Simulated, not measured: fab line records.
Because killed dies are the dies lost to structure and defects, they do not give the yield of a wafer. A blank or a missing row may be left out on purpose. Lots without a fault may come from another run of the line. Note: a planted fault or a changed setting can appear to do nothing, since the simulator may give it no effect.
Matching of chambers	flow n5-finfet	cvd-co-02 running N5_BEOL_M0_CO_CAP_123: 3 sister chambers
The step material Co, precursor CCTBA/H2, target thk 2 nm, time 102.1 s. 3 wafers are shown with their chamber, then 12 later ones without.

WAFERS WITH THEIR CHAMBER
wafer	chamber	heater-power-w (W)
L090.1	1	166
L090.2	2	261
L090.3	0	235

WAFERS WITH NO CHAMBER GIVEN
wafer	heater-power-w (W)
L090.4	167
L090.5	254
L090.6	231
L091.3	259
L091.4	234
L091.6	255
L093.2	236
L093.5	170
L093.6	238
L096.3	233
L096.5	173
L096.6	261

WHICH CHAMBER EACH WENT THROUGH
wafer	from the rows above	in truth
L090.4	1	1
L090.5	2	2
L090.6	0	0
L091.3	2	2
L091.4	0	0
L091.6	2	2
L093.2	0	0
L093.5	1	1
L093.6	0	0
L096.3	0	0
L096.5	1	1
L096.6	2	2
Correct placement for 12 of the 12. From these rows, 0 cannot be placed. Wrongly placed: 0.
How it was worked out, from the rows above alone: a wafer's distance from a chamber is the root of the sum, over the readings, of the square of ((its reading less the chamber's mean) divided by the reading's scatter). If the next closest chamber is less than 2 further off than the closest, the wafer can't be placed; otherwise it belongs to the closest. For every chamber, the mean is computed from those of its wafers that are shown. The scatter (one wafer shown for each chamber): square how far every hidden wafer sits from the nearest shown wafer, average those squares and take the square root.
